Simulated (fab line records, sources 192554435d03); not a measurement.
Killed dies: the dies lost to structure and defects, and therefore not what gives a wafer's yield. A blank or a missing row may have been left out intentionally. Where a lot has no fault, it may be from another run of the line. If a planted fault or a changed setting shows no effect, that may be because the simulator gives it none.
Chamber matching ; flow n5_finfet ; N5_STI_FIN_REVEAL_CMP_04 on cmp-03: 4 sister chambers
The step polishes, stops on Si3N4, t overpolish 4 s, target thk 131.83 nm. 8 wafers are shown with their chamber, then 10 later ones without.

## WAFERS WITH THEIR CHAMBER
wafer;chamber;motor_current_A (A);time_to_endpoint_s (s)
L077.6;0;7.5;110
L078.1;0;8.2;101
L078.5;1;7.3;103
L079.6;3;8.8;101
L081.5;2;7.3;108
L081.6;1;7.1;106
L082.2;2;7.7;96
L082.3;3;8.3;99

## WAFERS WITHOUT THEIR CHAMBER
wafer;motor_current_A (A);time_to_endpoint_s (s)
L082.6;8.6;96
L090.1;8.6;105
L090.2;7.3;105
L090.5;8.1;105
L093.1;8.1;99
L093.3;8.4;102
L093.6;7.4;105
L095.1;7.9;102
L095.3;8.5;102
L095.4;7.3;106

## EACH ONE'S CHAMBER
wafer;from the rows above;in truth
L082.6;3;3
L090.1;can't be placed: 3 or 0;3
L090.2;can't be placed: 1 or 2 or 0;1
L090.5;can't be placed: 0 or 3 or 2 or 1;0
L093.1;can't be placed: 3 or 0 or 2 or 1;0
L093.3;can't be placed: 3 or 0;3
L093.6;can't be placed: 1 or 2 or 0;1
L095.1;can't be placed: 0 or 2 or 3 or 1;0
L095.3;can't be placed: 3 or 0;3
L095.4;can't be placed: 1 or 2 or 0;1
Correctly placed: 1 of 10. Can't be placed from these rows: 9 (the true chamber is among the candidates in 9). 0 placed wrongly.
How it was worked out, from the rows above alone: a wafer's distance from a chamber is the root of the sum, over the readings, of the square of ((its reading less the chamber's mean) divided by the reading's scatter). If the next closest chamber is less than 2 further off than the closest, the wafer can't be placed; otherwise it belongs to the closest. The mean given for a chamber averages the wafers shown for that chamber. How the scatter is found: for the shown wafers, subtract from each reading the mean of its chamber, square and add these, divide the total by (wafers less chambers), then take the root.
